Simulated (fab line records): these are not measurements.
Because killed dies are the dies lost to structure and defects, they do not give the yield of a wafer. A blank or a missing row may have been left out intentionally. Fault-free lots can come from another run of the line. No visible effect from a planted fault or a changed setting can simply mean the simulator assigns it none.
fab line records	flow n5-finfet
record lots=7	wafers=21
route steps=1938 shown BEOL_M7@1308 BEOL_M8@1368 BEOL_M9@1440 BEOL_M10@1494 BEOL_M11@1552
start-h: the number of hours between the record's first day and the start of the first shown wafer of the lot	wait-h: hours elapsed since this lot's preceding step	" as in the row above	L1.1+2: a row that stands for several wafers	- no value, or no start was given	* or withheld: withheld	< > ~ a bound
route shown NAME@n: NAME is a module with steps in the file, n the number in the route of the first one	usual: mean/standard deviation of fault-free wafers	same: alike in all rows	chamber/n: place in a boat	sites: each site's reading	_std_site: standard deviation of those values	_edge_site: inner sites' mean taken away from outer sites' mean	radius-mm: for every site, how far away it sits from the centre of the wafer	mask NAME#n: copy n	behind: the last tool/chamber to shape the wafer	hold: reason for holding the lot/hours on hold/outcome of the hold	device: whichever transistor did not switch (one of n, p or np)	end of line: tests run on the same wafers once the route is complete	where a step has no rows: the recipe by itself	killed: dies that structure and defects cost at the first sort, which is not the same as the wafer's yield	map: a wafer's dies, marking killed ones x, the rest . and places with no die _
set.NAME: the setting as run; set.NAME@STEP: as run at that earlier step	model.NAME: the simulator's own value behind a step, which no gauge read
lots run with intentionally changed settings; tables by step, rows by wafer
## steps
# step N5_BEOL_M7_TRENCH_ETCH_37
# recipe chemistry=C4F6/O2	target-depth-a=934.78	target=SiCOH_lowk	time-s=31.2	ion-energy-ev=250	pressure-mtorr=30	source-w=345	bias-w=185	Ar_flow_sccm=300	C4F6_flow_sccm=10	O2_flow_sccm=10
# usual rf-vpp-V=667/5.4
lot.wafer	tool	chamber	start-h	wait-h	set.bias-w	rf-vpp-V	model.BEOL_M7.feature-depth-nm	model.etch.depth-nm
L075.2	rie-diel-03	0	-	-	155.6	586	87	87.03
L075.3	"	2	"	"	185	660	92.8	92.89
L075.5	"	2	"	"	185	662	92	92.04
L077.1	rie-diel-03	2	-	-	185	659	93.6	93.56
L077.2	"	3	"	"	203.9	722	99.4	99.47
L077.3	"	1	"	"	203.9	719	95.6	95.61
L081.3	rie-diel-02	1	-	-	185	665	93.8	93.77
L081.5	"	1	"	"	185	665	93.6	93.55
L081.6	"	2	"	"	185	659	93.2	93.12
L085.1	rie-diel-01	3	-	-	185	680	94.4	94.48
L085.3	"	1	"	"	156.5	587	89.4	89.44
L085.4	"	2	"	"	156.5	582	90	90.09
L090.2	rie-diel-03	2	-	-	185	662	92.4	92.46
L090.4	"	0	"	"	185	672	92.6	92.53
L090.6	"	1	"	"	185	666	90.6	90.56
L092.1	rie-diel-01	1	-	-	185	670	94.2	94.28
L092.4	"	3	"	"	185	680	94.4	94.33
L092.6	"	1	"	"	185	669	94.6	94.6
L097.1	rie-diel-03	2	-	-	174.4	630	92.4	92.33
L097.2	"	0	"	"	185	673	92.6	92.57
L097.3	"	3	"	"	185	667	95.4	95.39
# step N5_BEOL_M7_ETCH_41
# recipe chemistry=CH3F/O2	target=SiCN	target-depth-a=319	taper-deg=2	time-s=57.8	ion-energy-ev=120	mask-material=TiN	pressure-mtorr=30	source-w=395	bias-w=75	Ar_flow_sccm=150	CH3F_flow_sccm=30	O2_flow_sccm=20
# step N5_BEOL_M7_STRIP_80
# recipe chemistry=N2/H2	time-s=10	power-w=450	temp-c=40	pressure-mtorr=20	rf-frequency-hz=6e+07	bias-power-w=7	n2-flow-sccm=200	h2-flow-sccm=200
# step N5_BEOL_M7_OCD_MEAS_38
# usual trench-depth-nm=93.7/1.2
lot.wafer	tool	chamber	start-h	wait-h	set.bias-w@BEOL_M7_TRENCH_ETCH_37	trench-depth-nm
L075.2	ocd-02	-	211.00	-	155.6	86.9
L075.3	"	-	"	"	185	93.3
L075.5	"	-	"	"	185	92.1
L077.1	ocd-01	-	211.49	-	185	93.4
L077.2	"	-	"	"	203.9	99.5
L077.3	"	-	"	"	203.9	95.8
L081.3	ocd-01	-	239.22	-	185	93.5
L081.5	"	-	"	"	185	93.9
L081.6	"	-	"	"	185	93.5
L085.1	ocd-01	-	262.68	-	185	94.1
L085.3	"	-	"	"	156.5	89.3
L085.4	"	-	"	"	156.5	89.8
L090.2	ocd-01	-	292.17	-	185	93.0
L090.4	"	-	"	"	185	91.9
L090.6	"	-	"	"	185	90.4
L092.1	ocd-01	-	309.19	-	185	94.8
L092.4	"	-	"	"	185	94.7
L092.6	"	-	"	"	185	94.6
L097.1	ocd-02	-	342.43	-	174.4	92.4
L097.2	"	-	"	"	185	92.4
L097.3	"	-	"	"	185	94.9
# step N5_BEOL_M7_HM_STRIP_39
# recipe chemistry=peroxide-tin-strip	material=TiN	target-depth-a=250	temp-c=50	time-s=158
# step N5_BEOL_M7_SRD_40
# recipe time-s=30	temp-c=23	rinse-liquid=diw	dry=ipa-marangoni
# step N5_BEOL_M7_ECD_50
# recipe material=Cu	target-thk-a=3000
# step N5_BEOL_M7_ANNEAL_51
# recipe temp-c=225	time-s=90	ambient=N2
# step N5_BEOL_M7_CMP_52
# recipe stop-on=SiCOH_lowk	t-overpolish-s=6.9	down-force-psi=1	platen-rpm=50	clearing-platen-down-force-psi=1.5	clearing-platen-rpm=50	post-cmp-clean=cu-alkaline	target-thk-nm=80	clearing-platen-pad-velocity-m-s=0.99484	pad-velocity-m-s=0.99484
lot.wafer	tool	chamber	start-h	wait-h	set.bias-w@BEOL_M7_TRENCH_ETCH_37	model.Cu_of_BEOL_M7_ECD_50.thk-nm
L075.3	cmp-02	2	214.52	0.2	185	80.6
L075.2	"	0	"	"	155.6	75.2
L075.5	"	2	"	"	185	79.8
L077.3	cmp-02	2	215.91	0.2	203.9	81.8
L077.2	"	0	"	"	203.9	85.2
L077.1	"	1	"	"	185	79.6
L081.3	cmp-03	2	242.71	0.3	185	79.8
L081.6	"	3	"	"	185	79.6
L081.5	"	0	"	"	185	79
L085.1	cmp-04	1	266.15	0.3	185	81
L085.3	"	2	"	"	156.5	75.8
L085.4	"	0	"	"	156.5	75.4
L090.4+2	cmp-03	0,1	295.57	0.2	185	77.8
L090.6	"	3	"	"	185	77
L092.4	cmp-03	3	313.63	1.0	185	80.6
L092.1	"	0	"	"	185	81
L092.6	"	1	"	"	185	82.2
L097.1	cmp-02	1	345.51	0.3	174.4	80.2
L097.2	"	2	"	"	185	81
L097.3	"	3	"	"	185	82.2
# step N5_BEOL_M7_THK_MEAS_53
# recipe thk-meas-gauge=xrf	reads=Cu_of_BEOL_M7_ECD_50
# usual M7_THK=80.6/1.4
lot.wafer	tool	chamber	start-h	wait-h	set.bias-w@BEOL_M7_TRENCH_ETCH_37	M7_THK[nm]
L075.2	film-metro-01	-	214.78	-	155.6	76.1
L075.3	"	-	"	"	185	82.1
L075.5	"	-	"	"	185	80.6
L077.1	film-metro-02	-	216.20	-	185	81.1
L077.2	"	-	"	"	203.9	86.8
L077.3	"	-	"	"	203.9	82.9
L081.3	film-metro-01	-	242.90	-	185	80.6
L081.5	"	-	"	"	185	80.2
L081.6	"	-	"	"	185	81.0
L085.1	film-metro-01	-	266.44	-	185	82.1
L085.3	"	-	"	"	156.5	77.2
L085.4	"	-	"	"	156.5	76.5
L090.2	film-metro-02	-	295.79	-	185	78.1
L090.4	"	-	"	"	185	78.2
L090.6	"	-	"	"	185	77.6
L092.1	film-metro-01	-	313.84	-	185	81.3
L092.4	"	-	"	"	185	81.3
L092.6	"	-	"	"	185	82.8
L097.1	film-metro-01	-	345.81	-	174.4	79.9
L097.2	"	-	"	"	185	81.3
L097.3	"	-	"	"	185	82.6
# step N5_BEOL_M7_PRE_CLEAN_55
# recipe gas=NH3	time-s=15	temp-c=withheld	rf-power-w=300
# step N5_BEOL_M7_DEP_56
# recipe material=SiCN	target-thk-a=100	temp-c=withheld	precursor=3MS/NH3	pressure-torr=3	rf-w=202	time-s=17.5
# step N5_BEOL_M7_RS_MEAS_57
# recipe thk-meas-gauge=four-point-probe	reads=Cu_of_BEOL_M7_ECD_50+Co_of_BEOL_M7_CVD_78+TaN_of_BEOL_M7_ALD_77
# usual M7_RS=0.286/0.0059
lot.wafer	tool	chamber	start-h	wait-h	set.bias-w@BEOL_M7_TRENCH_ETCH_37	M7_RS[ohm/sq]
L075.2	film-metro-01	-	214.95	0.1	155.6	0.307
L075.3	"	-	"	"	185	0.284
L075.5	"	-	"	"	185	0.287
L077.1	film-metro-02	-	216.36	0.1	185	0.289
L077.2	"	-	"	"	203.9	0.266
L077.3	"	-	"	"	203.9	0.279
L081.3	film-metro-02	-	243.03	0.1	185	0.287
L081.5	"	-	"	"	185	0.290
L081.6	"	-	"	"	185	0.288
L085.1	film-metro-02	-	266.57	0.1	185	0.282
L085.3	"	-	"	"	156.5	0.305
L085.4	"	-	"	"	156.5	0.307
L090.2	film-metro-01	-	296.05	0.1	185	0.296
L090.4	"	-	"	"	185	0.296
L090.6	"	-	"	"	185	0.299
L092.1	film-metro-01	-	313.98	0.1	185	0.282
L092.4	"	-	"	"	185	0.284
L092.6	"	-	"	"	185	0.277
L097.1	film-metro-01	-	345.94	0.1	174.4	0.285
L097.2	"	-	"	"	185	0.281
L097.3	"	-	"	"	185	0.277
# step N5_BEOL_M8_DESCUM_33
# recipe chemistry=O2	time-s=7	source-power-w=50	bias-power-w=20	pressure-mtorr=20	rf-frequency-hz=2.712e+07	temp-c=40	resist=CAR-EUV	o2-flow-sccm=225
lot.wafer	tool	chamber	start-h	wait-h	set.time-s	model.CAR-EUV_of_BEOL_M8_COAT_22.thk-nm
L075.2	rie-diel-06	1	218.82	0.1	5.944	26.6
L075.3	"	2	"	"	7	26.2
L075.5	"	0	"	"	5.944	26.8
L077.1+2	rie-diel-06	3,1	220.90	0.0	7	26
L077.3	"	2	"	"	5.643	26.8
L081.3+5	rie-diel-06	1,2	249.38	0.6	8.421	25.4
L081.6	"	0	"	"	7	26.2
L085.1+4	rie-diel-05	2,0	270.21	0.0	7	26
L085.3	"	1	"	"	5.503	26.8
L090.2	rie-diel-06	3	300.69	0.5	7	26
L090.4+6	"	3,0	"	"	7	25.8
L092.1	rie-diel-04	1	319.89	0.0	7.634	25.8
L092.4	"	3	"	"	7	26.2
L092.6	"	3	"	"	7	26
L097.1+2	rie-diel-05	1,2	348.64	0.0	8.532	25.4
L097.3	"	3	"	"	7	26
# step N5_BEOL_M8_ETCH_72
# recipe chemistry=N2/H2	target=underlayer	target-depth-a=65	mask-material=CAR-EUV	time-s=5.2	ion-energy-ev=200	pressure-mtorr=30	source-w=840	bias-w=150	n2-flow-sccm=200	h2-flow-sccm=200	ends=cleared
lot.wafer	tool	chamber	start-h	wait-h	set.time-s@BEOL_M8_DESCUM_33	model.CAR-EUV_of_BEOL_M8_COAT_22.thk-nm
L075.2	rie-diel-06	1	218.85	0.0	5.944	20.8
L075.3	"	2	"	"	7	20.4
L075.5	"	0	"	"	5.944	21
L077.1+2	rie-diel-06	3,1	220.94	0.0	7	20.2
L077.3	"	2	"	"	5.643	21
L081.3	rie-diel-06	1	249.41	0.0	8.421	19.6
L081.5	"	2	"	"	8.421	19.8
L081.6	"	0	"	"	7	20.4
L085.1+4	rie-diel-05	2,0	270.25	0.0	7	20.2
L085.3	"	1	"	"	5.503	21.2
L090.2	rie-diel-06	3	300.72	0.0	7	20.2
L090.4+6	"	3,0	"	"	7	20
L092.1	rie-diel-04	1	319.92	0.0	7.634	20
L092.4+6	"	3	"	"	7	20.4
L097.1+2	rie-diel-05	1,2	348.67	0.0	8.532	19.6
L097.3	"	3	"	"	7	20.4
# step N5_BEOL_M8_TRENCH_ETCH_37
# recipe chemistry=C4F6/O2	target-depth-a=934.78	target=SiCOH_lowk	time-s=31.2	ion-energy-ev=250	pressure-mtorr=30	source-w=345	bias-w=185	Ar_flow_sccm=300	C4F6_flow_sccm=10	O2_flow_sccm=10
# usual rf-vpp-V=667/6.3
lot.wafer	tool	chamber	start-h	wait-h	set.bias-w	rf-vpp-V
L075.2	rie-diel-06	1	-	-	196.5	698
L075.3	"	2	"	"	185	662
L075.5	"	0	"	"	185	657
L077.1	rie-diel-06	3	-	-	185	662
L077.2	"	1	"	"	185	665
L077.3	"	2	"	"	154.7	574
L081.3	rie-diel-06	1	-	-	185	666
L081.5	"	2	"	"	185	661
L081.6	"	0	"	"	185	657
L085.1	rie-diel-05	2	-	-	185	665
L085.3	"	1	"	"	185	675
L085.4	"	0	"	"	165.8	611
L090.2	rie-diel-06	3	-	-	185	673
L090.4	"	3	"	"	185	674
L090.6	"	0	"	"	185	656
L092.1	rie-diel-04	1	-	-	185	667
L092.4	"	3	"	"	185	670
L092.6	"	3	"	"	160.8	599
L097.1	rie-diel-05	1	-	-	185	675
L097.2	"	2	"	"	185	665
L097.3	"	3	"	"	185	668
# step N5_BEOL_M9_ETCH_66
# recipe chemistry=N2/H2	target=SOC	target-depth-a=800	overetch-a=160	mask-material=SiARC	temp-c=40	time-s=120	ion-energy-ev=200	pressure-mtorr=30	source-w=840	bias-w=150	n2-flow-sccm=200	h2-flow-sccm=200
lot.wafer	tool	chamber	start-h	wait-h	set.time-s	model.SiARC_of_BEOL_M9_COAT_64.thk-nm
L075.2+5	rie-diel-01	0,3	227.43	0.0	106.9	7
L075.3	"	2	"	"	106.9	6.8
L077.1	rie-diel-03	0	229.66	0.0	100.3	7.4
L077.2	"	3	"	"	120	6.2
L077.3	"	1	"	"	120	6.6
L081.3	rie-diel-03	2	259.77	0.0	120	6.6
L081.5+6	"	2,1	"	"	120	6.4
L085.1	rie-diel-02	0	278.49	0.0	120	6.6
L085.3+4	"	1,0	"	"	139.6	5.6
L090.2	rie-diel-03	3	308.60	0.0	120	6.2
L090.4+6	"	2,0	"	"	120	6.6
L092.1+4	rie-diel-01	3,2	329.58	0.0	144	5.2
L092.6	"	0	"	"	120	6.4
L097.1	rie-diel-03	0	356.87	0.0	136.4	5.6
L097.2	"	3	"	"	120	6.2
L097.3	"	3	"	"	136.4	5.4
# step N5_BEOL_M10_COAT_63
# recipe resist=SOC	temp-c=250	time-s=60	spin-rpm=1500	resist-thk-nm=100
lot.wafer	tool	chamber	start-h	wait-h	set.spin-rpm	model.SOC_of_BEOL_M10_COAT_63.thk-nm
L075.2	litho-track-04	0	234.49	1.3	1500	100
L075.3	"	0	"	"	1594	97.4
L075.5	"	0	"	"	1500	100.4
L077.1	litho-track-04	0	236.27	0.1	1500	100.2
L077.2	"	0	"	"	1435	102.2
L077.3	"	0	"	"	1500	100
L081.3	litho-track-03	0	266.86	0.6	1585	97.4
L081.5	"	0	"	"	1500	100.2
L081.6	"	0	"	"	1585	97.8
L085.1+4	litho-track-03	0	284.68	0.1	1500	100.2
L085.3	"	0	"	"	1380	104.6
L090.2	litho-track-05	0	316.63	0.0	1500	100.4
L090.4+6	"	0	"	"	1500	100.2
L092.1	litho-track-04	0	338.32	0.6	1500	99.8
L092.4	"	0	"	"	1608	96.6
L092.6	"	0	"	"	1500	100.2
L097.1	litho-track-04	0	362.45	0.2	1608	96.8
L097.2	"	0	"	"	1500	100.2
L097.3	"	0	"	"	1608	97
# step N5_BEOL_M10_PEB_26
# recipe peb-temp-c=withheld	peb-time-s=60	resist=CAR-ArF
lot.wafer	tool	chamber	start-h	wait-h	set.peb-time-s
L075.2+3	litho-track-04	0	234.80	0.1	60
L075.5	"	0	"	"	63.9
L077.1+2+3	litho-track-05	0	236.58	0.1	60
L081.3	litho-track-04	0	267.05	0.0	63.53
L081.5+6	"	0	"	"	60
L085.1+3+4	litho-track-05	0	284.99	0.1	60
L090.2+4+6	litho-track-03	0	316.94	0.1	60
L092.1	litho-track-03	0	338.50	0.1	60
L092.4+6	"	0	"	"	68.67
L097.1+2	litho-track-05	0	362.75	0.1	66.47
L097.3	"	0	"	"	60
# step N5_BEOL_M10_DEVELOP_27
# recipe develop-time-s=30	developer=TMAH	resist=CAR-ArF	rinse-liquid=diw	dry=air-spin	dev-temp-c=23
# step N5_BEOL_M10_CD_MEAS_28
# recipe target-cd-nm=70	landing-energy-ev=500	detector=se-inlens	polarity=opening
# usual cd-nm=69.9/0.8
lot.wafer	tool	chamber	start-h	wait-h	set.peb-time-s@BEOL_M10_PEB_26	cd-nm
L075.2	cd-sem-01	0	234.86	-	60	69.7
L075.3	"	0	"	"	60	68.7
L075.5	"	0	"	"	63.9	72.8
L077.1	cd-sem-03	0	236.64	-	60	69.8
L077.2	"	0	"	"	60	69.8
L077.3	"	0	"	"	60	69.8
L081.3	cd-sem-02	0	267.12	-	63.53	73.2
L081.5	"	0	"	"	60	71.3
L081.6	"	0	"	"	60	70.4
L085.1	cd-sem-02	0	285.06	-	60	70.1
L085.3	"	0	"	"	60	70.1
L085.4	"	0	"	"	60	69.9
L090.2	cd-sem-01	0	317.01	-	60	70.7
L090.4	"	0	"	"	60	71.3
L090.6	"	0	"	"	60	70.9
L092.1	cd-sem-03	0	338.57	-	60	69.4
L092.4	"	0	"	"	68.67	74.9
L092.6	"	0	"	"	68.67	75.7
L097.1	cd-sem-03	0	362.82	-	66.47	73.6
L097.2	"	0	"	"	66.47	73.8
L097.3	"	0	"	"	60	70.4
# step N5_BEOL_M10_DESCUM_33
# recipe chemistry=O2	time-s=7.9	source-power-w=50	bias-power-w=20	pressure-mtorr=20	rf-frequency-hz=2.712e+07	temp-c=40	resist=CAR-ArF	o2-flow-sccm=225
# step N5_BEOL_M10_ETCH_65
# recipe chemistry=CF4	target=SiARC	target-depth-a=390	mask-material=CAR-ArF	time-s=65	ion-energy-ev=80	pressure-mtorr=40	source-w=545	bias-w=36	Ar_flow_sccm=100	cf4-flow-sccm=100	ends=cleared
# step N5_BEOL_M10_ETCH_66
# recipe chemistry=N2/H2	target=SOC	target-depth-a=1200	overetch-a=240	mask-material=SiARC	temp-c=40	time-s=180	ion-energy-ev=200	pressure-mtorr=30	source-w=840	bias-w=150	n2-flow-sccm=200	h2-flow-sccm=200
lot.wafer	tool	chamber	start-h	wait-h	set.spin-rpm@BEOL_M10_COAT_63	model.etch.depth-nm
L075.2	rie-diel-05	2	235.04	0.0	1500	100.1
L075.3	"	0	"	"	1594	97.37
L075.5	"	2	"	"	1500	100.3
L077.1	rie-diel-05	0	237.00	0.0	1500	100.3
L077.2	"	1	"	"	1435	102.3
L077.3	"	2	"	"	1500	100.1
L081.3	rie-diel-06	0	267.29	0.0	1585	97.47
L081.5	"	3	"	"	1500	100.2
L081.6	"	0	"	"	1585	97.73
L085.1	rie-diel-04	1	285.33	0.0	1500	100.2
L085.3	"	3	"	"	1380	104.7
L085.4	"	2	"	"	1500	100.1
L090.2+4+6	rie-diel-06	0,2,3	317.34	0.0	1500	100.3
L092.1	rie-diel-04	0	338.74	0.0	1500	99.71
L092.4	"	1	"	"	1608	96.67
L092.6	"	3	"	"	1500	100.2
L097.1	rie-diel-05	1	362.99	0.0	1608	96.82
L097.2	"	2	"	"	1500	100.2
L097.3	"	0	"	"	1608	96.91
# step N5_BEOL_M10_STRIP_69
# recipe chemistry=N2/H2	temp-c=40	n2-flow-sccm=200	h2-flow-sccm=200	rf-frequency-hz=6e+07
# step N5_BEOL_M10_VIA_ETCH_34
# recipe chemistry=C4F6/O2	target=SiCOH_lowk	target-depth-a=1845	mask-material=SOC	taper-deg=4	time-s=69.2	ion-energy-ev=250	pressure-mtorr=30	source-w=345	bias-w=185	Ar_flow_sccm=300	C4F6_flow_sccm=10	O2_flow_sccm=10
lot.wafer	tool	chamber	start-h	wait-h	set.spin-rpm@BEOL_M10_COAT_63	model.SOC_of_BEOL_M10_COAT_63.thk-nm
L075.2	rie-diel-05	2	235.16	0.0	1500	92
L075.3	"	0	"	"	1594	89.4
L075.5	"	2	"	"	1500	92.2
L077.1	rie-diel-05	0	237.12	0.0	1500	92.4
L077.2	"	1	"	"	1435	94.4
L077.3	"	2	"	"	1500	92
L081.3	rie-diel-06	0	267.41	0.0	1585	89.4
L081.5	"	3	"	"	1500	91.8
L081.6	"	0	"	"	1585	89.6
L085.1+4	rie-diel-04	1,2	285.45	0.0	1500	92
L085.3	"	3	"	"	1380	96.4
L090.2	rie-diel-06	0	317.46	0.0	1500	92.4
L090.4	"	2	"	"	1500	92.2
L090.6	"	3	"	"	1500	92
L092.1	rie-diel-04	0	338.87	0.0	1500	91.6
L092.4	"	1	"	"	1608	88.6
L092.6	"	3	"	"	1500	92
L097.1+3	rie-diel-05	1,0	363.12	0.0	1608	88.8
L097.2	"	2	"	"	1500	92.2
# step N5_BEOL_M11_DESCUM_16
# recipe chemistry=O2	time-s=7.9	source-power-w=50	bias-power-w=20	pressure-mtorr=20	rf-frequency-hz=2.712e+07	temp-c=40	resist=CAR-ArF	o2-flow-sccm=225
lot.wafer	tool	chamber	start-h	wait-h	set.time-s	model.CAR-ArF_of_BEOL_M11_COAT_05.thk-nm
L075.2	rie-diel-01	3	240.01	0.2	7.9	83.4
L075.3+5	"	0,2	"	"	7.9	83.8
L077.1	rie-diel-01	0	242.82	0.0	7.9	83.4
L077.2+3	"	3,1	"	"	7.9	83.2
L081.3	rie-diel-03	0	275.53	0.3	9.613	82.6
L081.5	"	0	"	"	7.9	83.6
L081.6	"	1	"	"	7.9	83.4
L085.1+3	rie-diel-03	0,1	293.48	0.3	7.9	83.8
L085.4	"	2	"	"	7.9	83.6
L090.2	rie-diel-01	2	325.74	0.0	7.9	83.2
L090.4+6	"	3,0	"	"	7.9	83.4
L092.1	rie-diel-03	3	343.83	0.4	7.9	83.6
L092.4	"	2	"	"	8.658	83.2
L092.6	"	3	"	"	7.9	83.8
L097.1+2	rie-diel-03	1,2	370.20	0.0	7.9	83.6
L097.3	"	3	"	"	7.9	83.8
# step N5_BEOL_M11_ETCH_61
# recipe chemistry=CF4	target=SiARC	target-depth-a=390	mask-material=CAR-ArF	time-s=65	ion-energy-ev=80	pressure-mtorr=40	source-w=545	bias-w=36	Ar_flow_sccm=100	cf4-flow-sccm=100	ends=cleared
lot.wafer	tool	chamber	start-h	wait-h	set.time-s@BEOL_M11_DESCUM_16	model.CAR-ArF_of_BEOL_M11_COAT_05.thk-nm
L075.2	rie-diel-01	3	240.05	0.0	7.9	55.6
L075.3	"	0	"	"	7.9	55.8
L075.5	"	2	"	"	7.9	56
L077.1+2+3	rie-diel-01	0,3,1	242.85	0.0	7.9	55.4
L081.3	rie-diel-03	0	275.56	0.0	9.613	54.4
L081.5	"	0	"	"	7.9	55.6
L081.6	"	1	"	"	7.9	55.4
L085.1+3	rie-diel-03	0,1	293.52	0.0	7.9	55.8
L085.4	"	2	"	"	7.9	55.6
L090.2+4+6	rie-diel-01	2,3,0	325.77	0.0	7.9	55.4
L092.1+6	rie-diel-03	3	343.87	0.0	7.9	55.6
L092.4	"	2	"	"	8.658	55
L097.1	rie-diel-03	1	370.23	0.0	7.9	55.4
L097.2	"	2	"	"	7.9	55.6
L097.3	"	3	"	"	7.9	55.8
## key
split step=N5_BEOL_M7_TRENCH_ETCH_37	setting=bias-w	stated=185	by=wafer
response step=N5_BEOL_M7_TRENCH_ETCH_37	reading=rf-vpp-V	change=+5.61	per=1%	r=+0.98
response step=N5_BEOL_M7_TRENCH_ETCH_37	reading=model.BEOL_M7.feature-depth-nm	change=+0.33	per=1%	r=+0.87
response step=N5_BEOL_M7_TRENCH_ETCH_37	reading=model.etch.depth-nm	change=+0.334	per=1%	r=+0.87
response step=N5_BEOL_M7_OCD_MEAS_38	reading=trench-depth-nm	change=+0.34	per=1%	r=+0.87
response step=N5_BEOL_M7_CMP_52	reading=model.Cu_of_BEOL_M7_ECD_50.thk-nm	change=+0.336	per=1%	r=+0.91
response step=N5_BEOL_M7_THK_MEAS_53	reading=M7_THK	change=+0.341	per=1%	r=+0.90
response step=N5_BEOL_M7_RS_MEAS_57	reading=M7_RS	change=-0.00147	per=1%	r=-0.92
split step=N5_BEOL_M8_DESCUM_33	setting=time-s	stated=7	by=wafer
response step=N5_BEOL_M8_DESCUM_33	reading=model.CAR-EUV_of_BEOL_M8_COAT_22.thk-nm	change=-0.0355	per=1%	r=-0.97
response step=N5_BEOL_M8_ETCH_72	reading=model.CAR-EUV_of_BEOL_M8_COAT_22.thk-nm	change=-0.0392	per=1%	r=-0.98
split step=N5_BEOL_M8_TRENCH_ETCH_37	setting=bias-w	stated=185	by=wafer
response step=N5_BEOL_M8_TRENCH_ETCH_37	reading=rf-vpp-V	change=+5.52	per=1%	r=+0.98
split step=N5_BEOL_M9_ETCH_66	setting=time-s	stated=120	by=wafer
response step=N5_BEOL_M9_ETCH_66	reading=model.SiARC_of_BEOL_M9_COAT_64.thk-nm	change=-0.059	per=1%	r=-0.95
split step=N5_BEOL_M10_COAT_63	setting=spin-rpm	stated=1500	by=wafer
response step=N5_BEOL_M10_COAT_63	reading=model.SOC_of_BEOL_M10_COAT_63.thk-nm	change=-0.484	per=1%	r=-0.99
response step=N5_BEOL_M10_ETCH_66	reading=model.etch.depth-nm	change=-0.486	per=1%	r=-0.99
response step=N5_BEOL_M10_VIA_ETCH_34	reading=model.SOC_of_BEOL_M10_COAT_63.thk-nm	change=-0.474	per=1%	r=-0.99
split step=N5_BEOL_M10_PEB_26	setting=peb-time-s	stated=60	by=wafer
response step=N5_BEOL_M10_CD_MEAS_28	reading=cd-nm	change=+0.394	per=1%	r=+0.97
split step=N5_BEOL_M11_DESCUM_16	setting=time-s	stated=7.9	by=wafer
response step=N5_BEOL_M11_DESCUM_16	reading=model.CAR-ArF_of_BEOL_M11_COAT_05.thk-nm	change=-0.0432	per=1%	r=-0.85
response step=N5_BEOL_M11_ETCH_61	reading=model.CAR-ArF_of_BEOL_M11_COAT_05.thk-nm	change=-0.0527	per=1%	r=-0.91
